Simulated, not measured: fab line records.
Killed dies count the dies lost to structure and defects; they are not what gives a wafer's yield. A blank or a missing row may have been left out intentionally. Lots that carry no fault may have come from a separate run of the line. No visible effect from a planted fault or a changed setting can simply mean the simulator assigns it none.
2 desks, one fault | flow n5Finfet | what lay behind the numbers comes last; until then each desk has only its own
Where a reading is given only as a bound, like >300, the bound stands for it, and a mean or a difference that rests on one is marked > or <: the true number lies beyond.

THE DEFECT DESK
Counts from the inspections along the route, per lot, as means over the sampled wafers that have a number. If a lot's mean is further than 4 standard deviations from the usual mean, the lot is out of limits and carries the mark OUT (the distance appears in the brackets).
Columns: A = rawDefectCount at N5_BEOL_M12_INSPECT_12, usual 2.0; B = rawDefectCount at N5_BEOL_M12_INSPECT_30, usual 2.0
lot  | first seen here | A   | B
L360 | day 11 02:19    | 3.0 | 1.7
L363 | day 11 11:38    | 2.7 | 2.3
L365 | day 12 02:05    | 2.3 | 1.7
L366 | day 12 02:38    | 2.3 | 1.0
L367 | day 12 12:12    | 2.0 | >101 (>+66) OUT
L369 | day 13 05:43    | 2.0 | >200 (+99 or more) OUT
L370 | day 13 16:02    | 2.0 | 1.5
L378 | day 15 15:02    | 2.3 | 3.0
L380 | day 16 03:17    | 3.0 | 1.0
L381 | day 16 23:37    | 2.0 | 2.3
This desk's verdict: out of limits on L367, L369, starting with L367 at day 12 13:07 (rawDefectCount at N5_BEOL_M12_INSPECT_30). L360, L363, L365, L366, L370, L378, L380, L381: within limits.

DESK OF THE TOOL OWNER: rieDiel-06
The tool's own readings at N5_BEOL_M12_ETCH_59 (etches BARC in N2/H2, target depth 89 nm, overetch 26.7 nm, time 67.9 s): means of the sampled wafers that have a number, for each lot that ran on this tool. If a lot's mean is further than 4 standard deviations from the usual mean, the lot is out of limits and carries the mark OUT (the distance appears in the brackets).
Columns: A = drypumpMotorCurrentA at N5_BEOL_M12_ETCH_59, usual 5.6 A; B = h2FlowSccm at N5_BEOL_M12_ETCH_59, usual 200.1 sccm; C = oesProductAu at N5_BEOL_M12_ETCH_59, usual 0.71 a.u.; D = rfVppV at N5_BEOL_M12_ETCH_59, usual 524.3 V; E = showerheadPlenumPTorr at N5_BEOL_M12_ETCH_59, usual 2.55 Torr; F = throttleValvePct at N5_BEOL_M12_ETCH_59, usual 17.65 %
lot  | first seen here | A   | B     | C    | D     | E    | F
L363 | day 11 11:46    | 5.6 | 199.9 | 0.70 | 525.3 | 2.59 | 17.65
L365 | day 12 02:11    | 6.0 | 200.5 | 0.63 | 522.8 | 2.49 | 18.10
L366 | day 12 02:43    | 5.0 | 200.4 | 0.74 | 526.8 | 2.62 | 17.50
L367 | day 12 12:16    | 5.6 | 200.0 | 0.69 | 524.2 | 2.59 | 17.66
L369 | day 13 05:47    | 6.1 | 200.4 | 0.64 | 524.1 | 2.56 | 17.86
L380 | day 16 03:32    | 5.5 | 199.3 | 0.72 | 527.0 | 2.62 | 17.72
L381 | day 16 23:41    | 6.0 | 199.9 | 0.74 | 525.3 | 2.62 | 17.89
This desk's verdict: no lot among the 7 shows anything out of limits.

PUT TOGETHER
The defect desk could have raised an alarm at day 12 13:07, on L367, L369.
The tool owner's desk saw nothing out of limits.
The tool owner's desk has L367, L369 on record, within its limits.
Every lot named ran N5_BEOL_M12_ETCH_59 on rieDiel-06.

WHAT WAS PUT IN BY THE SIMULATOR
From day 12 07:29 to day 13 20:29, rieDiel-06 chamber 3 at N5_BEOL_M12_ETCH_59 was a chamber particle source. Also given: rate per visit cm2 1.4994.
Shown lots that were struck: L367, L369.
Hours from the fault's start to each desk's first reading out of limits: the defect desk, 6.
